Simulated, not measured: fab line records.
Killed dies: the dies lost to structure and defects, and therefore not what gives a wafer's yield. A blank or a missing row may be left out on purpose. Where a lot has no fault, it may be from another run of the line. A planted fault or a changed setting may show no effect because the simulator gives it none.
Which tool is to blame? -- flow n5-finfet -- 7 lots, 21 wafers sampled, at 3 steps of a route of 1938

WHAT THE GAUGES SHOWED, per wafer
N5_BEOL_M9_OCD_MEAS_38.
lot,measured,on,trench-depth-nm (nm)
L560,day 11 03:01,ocd-02,150.6 201.9 203.3
L563,day 11 18:29,ocd-02,150.5 150.0 197.7
L569,day 13 16:51,ocd-02,149.9 150.0 154.2
L572,day 14 11:22,ocd-01,150.5 151.2 144.9
L574,day 14 17:07,ocd-02,148.1 149.9 147.8
L575,day 14 20:37,ocd-02,145.4 150.8 150.3
L576,day 15 12:43,ocd-02,154.3 149.1 152.1

WHICH TOOL RAN EACH LOT (tool, then ch and the chambers of the sampled wafers, then the start)
lot,N5_BEOL_M9_DESCUM_33,N5_BEOL_M9_TRENCH_ETCH_37
L560,"rie-diel-03 ch 0,2,3, day 11 02:34","rie-diel-03 ch 0,2,3, day 11 02:50"
L563,"rie-diel-03 ch 0,2,3, day 11 18:02","rie-diel-03 ch 0,2,3, day 11 18:19"
L569,"rie-diel-05 ch 0,1,3, day 13 16:24","rie-diel-05 ch 0,1,3, day 13 16:41"
L572,"rie-diel-03 ch 1,2,3, day 14 10:55","rie-diel-03 ch 1,2,3, day 14 11:11"
L574,"rie-diel-06 ch 0,1,2, day 14 16:40","rie-diel-06 ch 0,1,2, day 14 16:57"
L575,"rie-diel-03 ch 1,2,3, day 14 20:09","rie-diel-03 ch 1,2,3, day 14 20:26"
L576,"rie-diel-05 ch 1,2,3, day 15 12:15","rie-diel-05 ch 1,2,3, day 15 12:32"
- N5_BEOL_M9_DESCUM_33: chemistry O2, time 7 s.
- N5_BEOL_M9_TRENCH_ETCH_37: etches SiCOH lowk in C4F6/O2, target depth 151.43 nm, time 49 s.

THE ANSWER, worked out from the rows above alone
Rule: the lots themselves supply what counts as usual. Put in order of their means at a reading, lots are off if they are a third of the lots or fewer, leave a main group of 4 or more, and stand apart from it by a gap of 3 or more times the standard deviation of the main group's means; of several such gaps the widest counts. A main group whose means are all the same, to the digits that the tables above print for the reading, isn't used. A lot without any number at a reading at which 4 lots or more have one is off too. All remaining lots with rows at the step are treated as sound.
Off: L560, L563, at N5_BEOL_M9_OCD_MEAS_38 (trench-depth-nm). The main group: mean 149.9 nm, standard deviation 1.4.
A tool fits if, at a process step before that reading, it ran every lot that is off, and no sound lot after the first of them. Those tools and the gauges at N5_BEOL_M9_OCD_MEAS_38 are tried in the same way. No candidate that was tried fits.

WHAT HAD BEEN PUT IN BY THE SIMULATOR
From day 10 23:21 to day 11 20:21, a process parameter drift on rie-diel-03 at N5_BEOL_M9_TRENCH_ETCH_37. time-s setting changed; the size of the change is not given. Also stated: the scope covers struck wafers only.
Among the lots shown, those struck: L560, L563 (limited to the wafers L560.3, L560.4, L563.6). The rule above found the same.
